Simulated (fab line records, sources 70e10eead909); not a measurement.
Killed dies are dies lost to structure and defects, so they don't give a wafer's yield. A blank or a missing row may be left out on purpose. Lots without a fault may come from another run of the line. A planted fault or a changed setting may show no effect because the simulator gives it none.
Which tool did it? | flow nand_harc | 6 lots, 18 wafers sampled, at 4 steps of a route of 1302

WHAT THE GAUGES READ, wafer by wafer
NHARC_P_GATE_CD_MEAS_46: target cd 720 nm.
lot  | measured     | on        | cd_nm (nm)
L136 | day 6 04:50  | cd_sem-03 | 721.3 723.1 720.6
L138 | day 7 05:28  | cd_sem-03 | 721.5 720.0 718.1
L141 | day 8 12:28  | cd_sem-01 | 722.6 721.3 722.7
L145 | day 10 03:03 | cd_sem-02 | 718.3 719.0 720.3
L152 | day 12 22:29 | cd_sem-02 | 721.7 722.5 720.5
L157 | day 15 06:17 | cd_sem-01 | 731.5 729.9 728.3

WHICH TOOL RAN EACH LOT (tool, then ch and the chambers of the sampled wafers, then the start)
lot  | NHARC_P_STI_CMP_21            | NHARC_P_GATE_HM_DEP_102       | NHARC_P_GATE_PEB_44
L136 | cmp-01 ch 0,1,3, day 4 08:06  | acl_dep-01 ch 0, day 5 15:07  | litho_track-02 ch 0, day 6 04:45
L138 | cmp-02 ch 0,1,3, day 5 06:27  | acl_dep-02 ch 0, day 6 16:11  | litho_track-07 ch 0, day 7 05:22
L141 | cmp-01 ch 0,1,3, day 6 16:23  | acl_dep-03 ch 0, day 7 23:23  | litho_track-07 ch 0, day 8 12:22
L145 | cmp-01 ch 0,2, day 8 04:28    | acl_dep-03 ch 0, day 9 13:44  | litho_track-03 ch 0, day 10 02:58
L152 | cmp-04 ch 0,1,3, day 11 01:49 | acl_dep-01 ch 0, day 12 09:05 | litho_track-02 ch 0, day 12 22:23
L157 | cmp-02 ch 1,2, day 13 08:17   | acl_dep-03 ch 0, day 14 17:09 | litho_track-07 ch 0, day 15 06:11
- NHARC_P_STI_CMP_21: polishes, t overpolish 20 s, target thk 380.67 nm.
- NHARC_P_GATE_HM_DEP_102: deposits aC, target thk 120 nm.
- NHARC_P_GATE_PEB_44: peb time 85 s.

THE ANSWER, worked out from the rows above alone
Rule: what is usual is taken from the lots themselves. Put in order of their means at a reading, lots are off if they are a third of the lots or fewer, leave a main group of 4 or more, and stand apart from it by a gap of 3 or more times the standard deviation of the main group's means; of several such gaps the widest counts. A main group whose means are all the same, to the digits that the tables above print for the reading, isn't used. A lot without any number at a reading at which 4 lots or more have one is off too. The other lots that the step has rows for count as sound.
Off: L157, at NHARC_P_GATE_CD_MEAS_46 (cd_nm). The main group: mean 720.9 nm, standard deviation 1.2.
A tool fits if, at a process step before that reading, it ran every lot that is off, and no sound lot after the first of them. The gauges at NHARC_P_GATE_CD_MEAS_46 are tried like those tools. Can't be told from this: 4 tools fit, cmp-02 at NHARC_P_STI_CMP_21, acl_dep-03 at NHARC_P_GATE_HM_DEP_102, litho_track-07 at NHARC_P_GATE_PEB_44, cd_sem-01 at NHARC_P_GATE_CD_MEAS_46.

WHAT THE SIMULATOR HAD PUT IN
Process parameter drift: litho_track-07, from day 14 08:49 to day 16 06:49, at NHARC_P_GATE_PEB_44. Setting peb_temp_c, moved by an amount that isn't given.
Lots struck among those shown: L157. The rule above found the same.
